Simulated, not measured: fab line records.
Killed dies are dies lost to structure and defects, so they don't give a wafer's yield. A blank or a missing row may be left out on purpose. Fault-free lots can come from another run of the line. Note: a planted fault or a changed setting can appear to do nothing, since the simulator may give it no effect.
The tool behind it: which one? | flow nand-harc | 24 lots, 72 wafers sampled, at 6 steps of a route of 1302

## WHAT THE GAUGES SHOWED, per wafer
NHARC_A_SGD_CUT_OVL_MEAS_10. Usual: overlay-x-nm 0.1 nm, standard deviation 0.95; overlay-y-nm -0.2 nm, standard deviation 0.81.
lot  | measured     | on         | overlay-x-nm (nm) | overlay-y-nm (nm) | flag
L074 | day 18 21:46 | overlay-02 | 1.2 1.0 1.3       | -0.3 -0.2 -0.2    |
L075 | day 18 21:32 | overlay-01 | 0.9 1.2 1.4       | -0.6 -0.3 -0.1    |
L076 | day 19 13:18 | overlay-02 | -1.1 -0.7 -0.9    | -0.8 -0.6 -1.1    |
L078 | day 20 20:40 | overlay-01 | -1.5 -1.5 -1.6    | -1.3 -1.2 -2.1    |
L077 | day 20 20:28 | overlay-02 | -0.6 -0.5 -0.6    | -0.4 1.1 0.1      |
L079 | day 21 05:53 | overlay-02 | 0.9 0.7 1.3       | -0.5 0.3 -0.6     |
L081 | day 22 04:21 | overlay-01 | 0.2 0.5 0.5       | 0.2 0.6 0.2       |
L080 | day 22 12:57 | overlay-02 | -0.5 -0.3 -0.5    | -0.6 -1.2 0.1     |
L082 | day 22 13:17 | overlay-02 | 1.1 1.4 1.2       | 1.0 0.9 0.8       |
L083 | day 22 22:46 | overlay-02 | 0.8 0.2 0.0       | 1.3 1.2 1.2       |
L084 | day 23 10:31 | overlay-01 | 1.5 1.3 1.2       | 0.0 0.0 -0.3      |
L085 | day 24 00:48 | overlay-02 | -1.8 -1.2 -1.5    | 0.3 0.0 0.4       |
L086 | day 23 22:13 | overlay-01 | 0.1 0.5 0.2       | 1.3 2.4 1.3       |
L087 | day 23 21:04 | overlay-01 | 0.0 -0.8 0.1      | -0.5 0.0 -0.4     |
L088 | day 25 19:36 | overlay-02 | -0.9 -0.3 -1.1    | -0.9 -0.6 -0.3    |
L089 | day 25 19:26 | overlay-02 | 0.1 -0.4 0.3      | 0.6 0.3 0.0       |
L091 | day 25 21:33 | overlay-02 | -1.1 -1.2 -1.8    | -1.6 -1.4 -1.6    |
L090 | day 25 21:35 | overlay-01 | 0.9 0.4 0.4       | 0.0 0.2 0.1       |
L094 | day 27 02:43 | overlay-02 | -0.2 0.0 -0.1     | -0.7 -0.6 -0.3    |
L092 | day 27 02:55 | overlay-01 | 1.1 1.2 1.1       | -1.2 -1.4 -1.0    |
L093 | day 27 21:46 | overlay-02 | 1.3 1.2 1.4       | -0.2 -0.3 0.2     |
L095 | day 28 09:14 | overlay-01 | -0.7 -0.4 -0.8    | 0.3 -0.6 -0.5     |
L096 | day 28 10:02 | overlay-02 | -0.9 -0.4 -0.8    | -0.6 -0.3 -0.6    |
L097 | day 28 16:37 | overlay-02 | 0.9 1.2 0.8       | 0.2 0.7 0.4       |

NHARC_A_SGD_CUT_THK_MEAS_22: measures by ellipsometry. Usual: thk-nm at 147.4 nm, with a standard deviation of 1.4.
lot  | measured     | on            | thk-nm (nm)       | flag
L074 | day 19 04:52 | film-metro-01 | 148.2 145.4 150.2 |
L075 | day 19 04:51 | film-metro-02 | 146.4 148.4 148.3 |
L076 | day 19 21:28 | film-metro-02 | 147.5 148.5 146.7 |
L078 | day 21 03:01 | film-metro-01 | 144.7 149.4 147.6 |
L077 | day 21 03:00 | film-metro-02 | 148.1 145.9 149.0 |
L079 | day 21 13:26 | film-metro-01 | 148.5 145.2 146.0 |
L081 | day 22 12:26 | film-metro-01 | 148.7 147.0 146.6 |
L080 | day 22 22:17 | film-metro-01 | 146.2 149.7 148.4 |
L082 | day 22 22:19 | film-metro-02 | 145.6 148.0 146.7 |
L083 | day 23 04:52 | film-metro-02 | 147.9 149.6 146.3 |
L084 | day 23 17:01 | film-metro-02 | 148.2 146.7 147.5 |
L085 | day 24 09:59 | film-metro-01 | 147.3 148.4 146.3 |
L086 | day 24 03:19 | film-metro-02 | 148.2 146.2 144.8 |
L087 | day 24 03:19 | film-metro-01 | 148.0 144.6 147.7 |
L088 | day 26 02:04 | film-metro-02 | 144.7 148.1 144.8 |
L089 | day 26 02:04 | film-metro-01 | 147.7 148.8 150.7 |
L091 | day 26 02:13 | film-metro-01 | 149.9 144.9 145.9 |
L090 | day 26 02:05 | film-metro-02 | 149.7 149.1 146.2 |
L094 | day 27 09:20 | film-metro-01 | 146.1 148.1 147.3 |
L092 | day 27 09:20 | film-metro-02 | 146.9 148.8 146.8 |
L093 | day 28 04:16 | film-metro-02 | 147.9 148.5 147.1 |
L095 | day 28 15:32 | film-metro-02 | 148.1 147.4 150.1 |
L096 | day 28 15:32 | film-metro-02 | 148.0 146.8 150.2 |
L097 | day 28 22:44 | film-metro-02 | 147.9 147.4 146.2 |

## WHICH TOOL RAN EACH LOT (tool, then ch and the chambers of the sampled wafers, then the start)
lot  | NHARC_A_STAIRCASE_ETCH_452                    | NHARC_A_STAIRCASE_ETCH_315                    | NHARC_A_STAIRCASE_DEP_417       | NHARC_A_SGD_CUT_ETCH_16
L074 | rie-diel-11 ch 0,3, day 16 22:16 or earlier   | rie-diel-05 ch 2,3, day 16 22:16 or earlier   | pecvd-01 ch 0,1,2, day 16 22:16 | rie-diel-08 ch 1,3, day 19 04:52 or earlier
L075 | rie-diel-05 ch 0,1,3, day 17 06:19 or earlier | rie-diel-11 ch 0,3, day 17 06:19 or earlier   | pecvd-01 ch 1,2, day 17 06:19   | rie-diel-06 ch 2,3, day 19 04:51 or earlier
L076 | rie-diel-04 ch 1,2,3, day 17 16:56 or earlier | rie-diel-05 ch 0,2,3, day 17 16:56 or earlier | pecvd-02 ch 1,2, day 17 16:56   | rie-diel-08 ch 0,2,3, day 19 21:28 or earlier
L078 | rie-diel-04 ch 1,2, day 18 16:37 or earlier   | rie-diel-11 ch 0,2,3, day 18 16:37 or earlier | pecvd-02 ch 0,1, day 18 16:37   | rie-diel-08 ch 0,2,3, day 21 03:01 or earlier
L077 | rie-diel-04 ch 2,3, day 18 16:49 or earlier   | rie-diel-05 ch 0,1, day 18 16:49 or earlier   | pecvd-03 ch 1,2, day 18 16:49   | rie-diel-10 ch 0,1,3, day 21 03:00 or earlier
L079 | rie-diel-04 ch 0,2,3, day 19 08:29 or earlier | rie-diel-04 ch 0,1,3, day 19 08:29 or earlier | pecvd-01 ch 1,2, day 19 08:29   | rie-diel-10 ch 0,1,2, day 21 13:26 or earlier
L081 | rie-diel-05 ch 1,2,3, day 20 07:35 or earlier | rie-diel-11 ch 1,2,3, day 20 07:35 or earlier | pecvd-02 ch 0,1,2, day 20 07:35 | rie-diel-08 ch 1,2,3, day 22 12:26 or earlier
L080 | rie-diel-11 ch 0,1,2, day 20 12:08 or earlier | rie-diel-05 ch 1,2, day 20 12:08 or earlier   | pecvd-01 ch 0,1,2, day 20 12:08 | rie-diel-08 ch 0,1,3, day 22 22:17 or earlier
L082 | rie-diel-11 ch 1,3, day 20 14:19 or earlier   | rie-diel-05 ch 1,2,3, day 20 14:19 or earlier | pecvd-01 ch 0,1, day 20 14:19   | rie-diel-10 ch 0,1,3, day 22 22:19 or earlier
L083 | rie-diel-05 ch 1,3, day 20 20:46 or earlier   | rie-diel-05 ch 0,1,2, day 20 20:46 or earlier | pecvd-03 ch 1,2, day 20 20:46   | rie-diel-08 ch 0,3, day 23 04:52 or earlier
L084 | rie-diel-04 ch 2,3, day 21 10:44 or earlier   | rie-diel-05 ch 0,1,3, day 21 10:44 or earlier | pecvd-03 ch 1,2, day 21 10:44   | rie-diel-06 ch 0,1, day 23 17:01 or earlier
L085 | rie-diel-04 ch 1,2,3, day 22 02:37 or earlier | rie-diel-04 ch 0,1,2, day 22 02:37 or earlier | pecvd-02 ch 0,1, day 22 02:37   | rie-diel-10 ch 1,2,3, day 24 09:59 or earlier
L086 | rie-diel-05 ch 0,1,2, day 22 02:29 or earlier | rie-diel-05 ch 0,3, day 22 02:29 or earlier   | pecvd-01 ch 0,1, day 22 02:29   | rie-diel-06 ch 1,2, day 24 03:19 or earlier
L087 | rie-diel-04 ch 0,2, day 22 04:52 or earlier   | rie-diel-05 ch 0,3, day 22 04:52 or earlier   | pecvd-03 ch 0,1, day 22 04:52   | rie-diel-10 ch 1,3, day 24 03:19 or earlier
L088 | rie-diel-11 ch 1,2, day 23 23:10 or earlier   | rie-diel-05 ch 0,2,3, day 23 23:10 or earlier | pecvd-02 ch 1,2, day 23 23:10   | rie-diel-06 ch 0,2, day 26 02:04 or earlier
L089 | rie-diel-04 ch 0,2, day 24 03:20 or earlier   | rie-diel-04 ch 0,2,3, day 24 03:20 or earlier | pecvd-01 ch 0,2, day 24 03:20   | rie-diel-10 ch 0,2,3, day 26 02:04 or earlier
L091 | rie-diel-05 ch 0,1,3, day 24 05:28 or earlier | rie-diel-04 ch 0,1,2, day 24 05:28 or earlier | pecvd-01 ch 0,1,2, day 24 05:28 | rie-diel-06 ch 0,1,3, day 26 02:13 or earlier
L090 | rie-diel-04 ch 0,1,3, day 24 07:02 or earlier | rie-diel-11 ch 1,3, day 24 07:02 or earlier   | pecvd-01 ch 0,1, day 24 07:02   | rie-diel-08 ch 2,3, day 26 02:05 or earlier
L094 | rie-diel-11 ch 0,2, day 25 06:25 or earlier   | rie-diel-05 ch 0,1, day 25 06:25 or earlier   | pecvd-02 ch 0,1,2, day 25 06:25 | rie-diel-08 ch 0,1,2, day 27 09:20 or earlier
L092 | rie-diel-04 ch 1,3, day 25 08:17 or earlier   | rie-diel-04 ch 0,1,2, day 25 08:17 or earlier | pecvd-03 ch 0,2, day 25 08:17   | rie-diel-10 ch 0,1,2, day 27 09:20 or earlier
L093 | rie-diel-04 ch 0,1, day 25 21:26 or earlier   | rie-diel-04 ch 1,2, day 25 21:26 or earlier   | pecvd-03 ch 0,1,2, day 25 21:26 | rie-diel-06 ch 0,2,3, day 28 04:16 or earlier
L095 | rie-diel-05 ch 0,2,3, day 26 06:16 or earlier | rie-diel-11 ch 1,2,3, day 26 06:16 or earlier | pecvd-02 ch 0,1,2, day 26 06:16 | rie-diel-08 ch 0,3, day 28 15:32 or earlier
L096 | rie-diel-04 ch 0,1, day 26 06:29 or earlier   | rie-diel-11 ch 0,2,3, day 26 06:29 or earlier | pecvd-03 ch 0,1, day 26 06:29   | rie-diel-06 ch 0,1,2, day 28 15:32 or earlier
L097 | rie-diel-04 ch 0,2,3, day 26 17:33 or earlier | rie-diel-04 ch 1,2,3, day 26 17:33 or earlier | pecvd-03 ch 1,2, day 26 17:33   | rie-diel-10 ch 1,2, day 28 22:44 or earlier
- NHARC_A_STAIRCASE_ETCH_452: etches the open film in CF4/O2, target depth 30 nm, overetch 3 nm, time 16.5 s.
- NHARC_A_STAIRCASE_ETCH_315: etches the open film in C4F8/O2/Ar, target depth 2500 nm, time 607.1 s.
- NHARC_A_STAIRCASE_DEP_417: deposits Si3N4, target thk 60 nm.
- NHARC_A_SGD_CUT_ETCH_16: etches the open film in C4F8/O2/Ar, target depth 310.5 nm, time 155.2 s.

## WHAT THE TOOLS THEMSELVES READ (means of the sampled wafers that have a number; where no wafer has one, the mark that the record gives instead)
NHARC_A_STAIRCASE_ETCH_452. Usual: bias-w 100.0 W, standard deviation 0.31; drypump-motor-current-A 5.9 A, standard deviation 0.46; oes-product-au 0.999 a.u., standard deviation 0.012; rf-vpp-V 197.3 V, standard deviation 1.3; showerhead-plenum-p-Torr 1.31 Torr, standard deviation 0.056; throttle-valve-pct 13.397 %, standard deviation 0.0092.
lot  | tool        | bias-w (W) | drypump-motor-current-A (A) | oes-product-au (a.u.) | rf-vpp-V (V) | showerhead-plenum-p-Torr (Torr) | throttle-valve-pct (%) | flag
L074 | rie-diel-11 | 99.5       | 5.9                         | 0.998                 | 197.9        | 1.36                            | 13.388                 |
L075 | rie-diel-05 | 100.0      | 5.9                         | 0.992                 | 196.5        | 1.27                            | 13.394                 |
L076 | rie-diel-04 | 100.1      | 5.6                         | 1.000                 | 196.6        | 1.30                            | 13.397                 |
L078 | rie-diel-04 | 100.1      | 5.6                         | 1.007                 | 198.3        | 1.33                            | 13.404                 |
L077 | rie-diel-04 | 99.8       | 5.6                         | 0.996                 | 196.1        | 1.26                            | 13.405                 |
L079 | rie-diel-04 | 99.9       | 5.9                         | 0.997                 | 197.1        | 1.30                            | 13.397                 |
L081 | rie-diel-05 | 100.1      | 5.7                         | 1.000                 | 197.0        | 1.29                            | 13.390                 |
L080 | rie-diel-11 | 99.9       | 5.8                         | 0.990                 | 197.5        | 1.28                            | 13.411                 |
L082 | rie-diel-11 | 100.1      | 5.7                         | 0.999                 | 196.8        | 1.34                            | 13.396                 |
L083 | rie-diel-05 | 100.1      | 5.6                         | 1.000                 | 196.1        | 1.26                            | 13.398                 |
L084 | rie-diel-04 | 99.9       | 5.6                         | 0.993                 | 196.8        | 1.28                            | 13.404                 |
L085 | rie-diel-04 | 100.0      | 5.6                         | 0.993                 | 196.6        | 1.29                            | 13.396                 |
L086 | rie-diel-05 | 99.6       | 6.1                         | 1.011                 | 196.8        | 1.29                            | 13.398                 |
L087 | rie-diel-04 | 100.0      | 6.3                         | 0.996                 | 197.2        | 1.33                            | 13.401                 |
L088 | rie-diel-11 | 100.0      | 5.7                         | 1.001                 | 197.2        | 1.27                            | 13.391                 |
L089 | rie-diel-04 | 100.0      | 5.9                         | 0.998                 | 197.9        | 1.32                            | 13.405                 |
L091 | rie-diel-05 | 100.0      | 5.9                         | 0.992                 | 196.7        | 1.26                            | 13.398                 |
L090 | rie-diel-04 | 100.0      | 6.0                         | 0.995                 | 198.5        | 1.38                            | 13.394                 |
L094 | rie-diel-11 | 100.0      | 6.0                         | 0.989                 | 196.3        | 1.28                            | 13.403                 |
L092 | rie-diel-04 | 100.2      | 5.6                         | 0.998                 | 198.5        | 1.37                            | 13.397                 |
L093 | rie-diel-04 | 100.0      | 5.9                         | 1.001                 | 198.0        | 1.33                            | 13.395                 |
L095 | rie-diel-05 | 99.8       | 6.2                         | 0.992                 | 195.5        | 1.28                            | 13.398                 |
L096 | rie-diel-04 | 99.6       | 6.0                         | 1.004                 | 197.4        | 1.33                            | 13.401                 |
L097 | rie-diel-04 | 100.2      | 5.9                         | 0.995                 | 198.3        | 1.36                            | 13.400                 |

NHARC_A_STAIRCASE_ETCH_315. Usual: bias-w 2999 W, standard deviation 8.9; oes-product-au 0.929 a.u., standard deviation 0.011; rf-vpp-V 1821 V, standard deviation 11.
lot  | tool        | bias-w (W) | oes-product-au (a.u.) | rf-vpp-V (V) | flag
L074 | rie-diel-05 | 2992       | 0.920                 | 1825         |
L075 | rie-diel-11 | 3004       | 0.931                 | 1838         |
L076 | rie-diel-05 | 2995       | 0.913                 | 1819         |
L078 | rie-diel-11 | 2997       | 0.931                 | 1826         |
L077 | rie-diel-05 | 2998       | 0.941                 | 1814         |
L079 | rie-diel-04 | 3002       | 0.928                 | 1824         |
L081 | rie-diel-11 | 2996       | 0.933                 | 1824         |
L080 | rie-diel-05 | 2999       | 0.934                 | 1825         |
L082 | rie-diel-05 | 2999       | 0.927                 | 1819         |
L083 | rie-diel-05 | 2994       | 0.935                 | 1819         |
L084 | rie-diel-05 | 2997       | 0.935                 | 1813         |
L085 | rie-diel-04 | 3009       | 0.940                 | 1826         |
L086 | rie-diel-05 | 2997       | 0.932                 | 1811         |
L087 | rie-diel-05 | 3003       | 0.949                 | 1811         |
L088 | rie-diel-05 | 2999       | 0.930                 | 1816         |
L089 | rie-diel-04 | 2994       | 0.929                 | 1832         |
L091 | rie-diel-04 | 3000       | 0.925                 | 1825         |
L090 | rie-diel-11 | 3006       | 0.921                 | 1825         |
L094 | rie-diel-05 | 2996       | 0.929                 | 1811         |
L092 | rie-diel-04 | 3011       | 0.929                 | 1824         |
L093 | rie-diel-04 | 3003       | 0.920                 | 1824         |
L095 | rie-diel-11 | 2999       | 0.922                 | 1823         |
L096 | rie-diel-11 | 2994       | 0.930                 | 1824         |
L097 | rie-diel-04 | 2999       | 0.928                 | 1830         |

NHARC_A_STAIRCASE_DEP_417. Usual: heater-power-w at 685 W, with a standard deviation of 130.
lot  | tool     | heater-power-w (W) | flag
L074 | pecvd-01 | 724                |
L075 | pecvd-01 | 578                |
L076 | pecvd-02 | 745                |
L078 | pecvd-02 | 738                |
L077 | pecvd-03 | 688                |
L079 | pecvd-01 | 618                |
L081 | pecvd-02 | 702                |
L080 | pecvd-01 | 687                |
L082 | pecvd-01 | 841                |
L083 | pecvd-03 | 660                |
L084 | pecvd-03 | 751                |
L085 | pecvd-02 | 666                |
L086 | pecvd-01 | 857                |
L087 | pecvd-03 | 621                |
L088 | pecvd-02 | 741                |
L089 | pecvd-01 | 646                |
L091 | pecvd-01 | 745                |
L090 | pecvd-01 | 776                |
L094 | pecvd-02 | 656                |
L092 | pecvd-03 | 668                |
L093 | pecvd-03 | 664                |
L095 | pecvd-02 | 705                |
L096 | pecvd-03 | 679                |
L097 | pecvd-03 | 656                |

NHARC_A_SGD_CUT_ETCH_16. Usual: bias-w 799.9 W, standard deviation 2.7; oes-product-au 0.974 a.u., standard deviation 0.018; rf-vpp-V 723 V, standard deviation 4.5.
lot  | tool        | bias-w (W) | oes-product-au (a.u.) | rf-vpp-V (V) | flag
L074 | rie-diel-08 | 795.8      | 0.980                 | 723          |
L075 | rie-diel-06 | 800.8      | 0.987                 | 725          |
L076 | rie-diel-08 | 800.1      | 0.977                 | 722          |
L078 | rie-diel-08 | 800.0      | 0.949                 | 723          |
L077 | rie-diel-10 | 799.6      | 0.954                 | 727          |
L079 | rie-diel-10 | 801.4      | 0.994                 | 723          |
L081 | rie-diel-08 | 801.0      | 0.974                 | 724          |
L080 | rie-diel-08 | 801.6      | 0.982                 | 722          |
L082 | rie-diel-10 | 800.4      | 0.988                 | 727          |
L083 | rie-diel-08 | 800.9      | 0.986                 | 726          |
L084 | rie-diel-06 | 799.5      | 0.985                 | 725          |
L085 | rie-diel-10 | 799.7      | 0.942                 | 722          |
L086 | rie-diel-06 | 799.1      | 0.983                 | 727          |
L087 | rie-diel-10 | 798.7      | 0.982                 | 725          |
L088 | rie-diel-06 | 798.2      | 0.953                 | 724          |
L089 | rie-diel-10 | 797.7      | 0.990                 | 724          |
L091 | rie-diel-06 | 798.7      | 0.992                 | 727          |
L090 | rie-diel-08 | 798.2      | 0.962                 | 724          |
L094 | rie-diel-08 | 799.0      | 0.942                 | 720          |
L092 | rie-diel-10 | 800.6      | 0.984                 | 723          |
L093 | rie-diel-06 | 801.0      | 0.970                 | 724          |
L095 | rie-diel-08 | 801.5      | 0.966                 | 725          |
L096 | rie-diel-06 | 801.0      | 0.971                 | 725          |
L097 | rie-diel-10 | 799.2      | 0.978                 | 720          |

## THE ANSWER, worked out from the rows above alone
Rule: lot off if the mean of its wafers having a number is beyond 3 standard deviations from the usual mean. A lot without any number at a reading at which 4 lots or more have one is off too. Where the step has rows for the other lots, those lots are counted as sound. Order of review: gauges by route order, followed by the tools' own readings, for which a lot's mean as printed above is used. The first step at which some lot is off is used, and at that step the reading that is off furthest; a lot without a number counts as furthest.
None of the lots is off at any reading shown; this tells nothing.

## WHAT THE SIMULATOR PUT IN
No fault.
